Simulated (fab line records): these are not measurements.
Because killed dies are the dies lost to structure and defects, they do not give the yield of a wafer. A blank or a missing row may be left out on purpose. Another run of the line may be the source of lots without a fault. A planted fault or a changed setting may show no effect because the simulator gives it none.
Chamber matching + flow n5-finfet + N5_BEOL_M0_CUTY_ETCH_62 on rie-diel-01 has 4 sister chambers
The step etches SiARC in CF4, time 58.5 s. 4 wafers are shown with their chamber, then 9 later ones without.

## WAFERS, EACH WITH ITS CHAMBER
| wafer  | chamber | drypump-motor-current-A (A) |
|--------|---------|-----------------------------|
| L081.6 | 1       | 5.9                         |
| L086.1 | 3       | 6.2                         |
| L086.3 | 2       | 5.6                         |
| L086.5 | 0       | 6.2                         |

## WAFERS WITHOUT THEIR CHAMBER
| wafer  | drypump-motor-current-A (A) |
|--------|-----------------------------|
| L089.1 | 6.2                         |
| L089.5 | 5.5                         |
| L089.6 | 5.9                         |
| L090.3 | 5.9                         |
| L090.5 | 5.6                         |
| L090.6 | 6.2                         |
| L091.1 | 5.9                         |
| L091.4 | 6.2                         |
| L091.5 | 6.3                         |

## THE CHAMBER EACH PASSED THROUGH
| wafer  | from the rows above     | in truth |
|--------|-------------------------|----------|
| L089.1 | can't be placed: 0 or 3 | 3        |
| L089.5 | 2                       | 2        |
| L089.6 | 1                       | 1        |
| L090.3 | 1                       | 1        |
| L090.5 | 2                       | 2        |
| L090.6 | can't be placed: 0 or 3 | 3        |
| L091.1 | 1                       | 1        |
| L091.4 | can't be placed: 0 or 3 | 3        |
| L091.5 | can't be placed: 0 or 3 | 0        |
Correct placement for 5 of the 9. Cannot be placed on the basis of these rows: 4; the candidates contain the true chamber in 4. 0 placed wrongly.
How it was worked out, from the rows above alone: a wafer's distance from a chamber is the root of the sum, over the readings, of the square of ((its reading less the chamber's mean) divided by the reading's scatter). If the next closest chamber is less than 2 further off than the closest, the wafer can't be placed; otherwise it belongs to the closest. A chamber's mean is the mean of its shown wafers. The scatter: with one shown wafer a chamber, the root of the mean of the squares of how far each hidden wafer lies from its nearest shown one.
